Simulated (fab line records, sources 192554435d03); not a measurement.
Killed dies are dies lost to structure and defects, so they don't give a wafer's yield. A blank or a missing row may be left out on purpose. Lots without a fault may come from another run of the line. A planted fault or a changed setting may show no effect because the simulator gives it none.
Chamber matching | flow n5_finfet | N5_BEOL_M3_CO_CAP_55 on cvd_co-02: 3 sister chambers
The step material Co, precursor CCTBA/H2, target thk 2 nm, time 102.1 s. 3 wafers are shown with their chamber, then 6 later ones without.

WAFERS WITH THEIR CHAMBER
wafer  | chamber | heater_power_w (W)
L353.3 | 0       | 257
L361.1 | 1       | 241
L361.6 | 2       | 243

WAFERS WITHOUT THEIR CHAMBER
wafer  | heater_power_w (W)
L363.2 | 246
L363.4 | 232
L363.5 | 243
L366.1 | 238
L366.2 | 242
L366.3 | 263

WHICH CHAMBER EACH WENT THROUGH
wafer  | from the rows above          | in truth
L363.2 | can't be placed: 2 or 1 or 0 | 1
L363.4 | can't be placed: 1 or 2      | 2
L363.5 | can't be placed: 2 or 1      | 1
L366.1 | can't be placed: 1 or 2      | 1
L366.2 | can't be placed: 1 or 2      | 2
L366.3 | 0                            | 0
Placed correctly: 1 of 6. Can't be placed from these rows: 5 (the true chamber is among the candidates in 5). Placed wrongly: 0.
How it was worked out, from the rows above alone: a wafer's distance from a chamber is the root of the sum, over the readings, of the square of ((its reading less the chamber's mean) divided by the reading's scatter). The wafer belongs to the nearest chamber; if the next one is less than 2 further off, it can't be placed. A chamber's mean is the mean of its shown wafers. The scatter: with one shown wafer a chamber, the root of the mean of the squares of how far each hidden wafer lies from its nearest shown one.
